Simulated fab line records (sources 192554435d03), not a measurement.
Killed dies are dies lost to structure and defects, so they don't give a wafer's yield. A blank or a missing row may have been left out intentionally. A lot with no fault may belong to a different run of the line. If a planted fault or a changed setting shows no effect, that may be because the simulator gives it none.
Chamber matching	flow n5Finfet	N5_BEOL_M0_CUTY_ETCH_62 on rieDiel-04 has 4 sister chambers
The step etches SiARC in CF4, time 58.5 s. 22 wafers are shown with their chamber, then 11 later ones without.

WAFERS WITH THEIR CHAMBER
wafer	chamber	drypumpMotorCurrentA (A)	throttleValvePct (%)	showerheadPlenumPTorr (Torr)
L076.2	2	5.7	15.46	2.18
L076.5	1	6.3	15.49	2.18
L076.6	2	5.7	15.46	2.18
L075.1	2	5.7	15.46	2.17
L075.4	1	6.3	15.50	2.18
L075.5	3	5.6	15.69	2.19
L081.1	3	5.6	15.71	2.19
L081.2	0	5.1	15.90	2.10
L081.6	3	5.6	15.71	2.19
L083.1	1	6.3	15.51	2.18
L083.2	2	5.7	15.49	2.17
L083.3	0	5.1	15.92	2.10
L083.4	3	5.6	15.70	2.19
L083.5	1	6.3	15.52	2.18
L083.6	2	5.7	15.49	2.17
L086.3	1	6.3	15.54	2.17
L086.5	1	6.3	15.54	2.17
L086.6	2	5.7	15.50	2.17
L087.1	0	5.1	15.93	2.10
L087.2	2	5.7	15.50	2.17
L087.6	3	5.7	15.73	2.18
L092.3	3	5.6	15.75	2.18

SIGNATURES (averages over the wafers above)
reading	chamber 0	chamber 1	chamber 2	chamber 3	scatter within a chamber
drypumpMotorCurrentA	5.100	6.300	5.700	5.617	0.0215
throttleValvePct	15.9167	15.5167	15.4800	15.7150	0.0199
showerheadPlenumPTorr	2.1000	2.1767	2.1729	2.1867	0.00477
Rule: for a wafer and a chamber, the distance is found by dividing, reading by reading, the gap between the wafer's reading and the chamber's mean by the reading's scatter, squaring, summing and taking the root. The wafer belongs to the nearest chamber; if the next one is less than 2 further off, it can't be placed. The scatter is the square root of a quotient: the sum, over the shown wafers, of each reading's squared deviation from its chamber's mean, divided by wafers minus chambers.

WAFERS WHOSE CHAMBER IS MISSING
wafer	drypumpMotorCurrentA (A)	throttleValvePct (%)	showerheadPlenumPTorr (Torr)
L092.5	5.7	15.53	2.16
L092.6	5.6	15.76	2.18
L094.1	5.1	15.43	2.10
L094.3	5.6	15.76	2.18
L094.4	5.1	15.41	2.10
L095.1	5.7	15.77	2.18
L095.3	5.1	15.43	2.10
L095.6	5.1	15.43	2.10
L096.1	5.6	15.78	2.18
L096.5	5.1	15.42	2.10
L096.6	5.7	15.56	2.16

WHICH CHAMBER EACH ONE RAN IN
wafer	from the rows above	in truth
L092.5	2	2
L092.6	3	3
L094.1	0	0
L094.3	3	3
L094.4	0	0
L095.1	3	3
L095.3	0	0
L095.6	0	0
L096.1	3	3
L096.5	0	0
L096.6	2	2
Correctly placed: 11 of 11. Not placeable from these rows: 0. Number placed wrongly: 0.
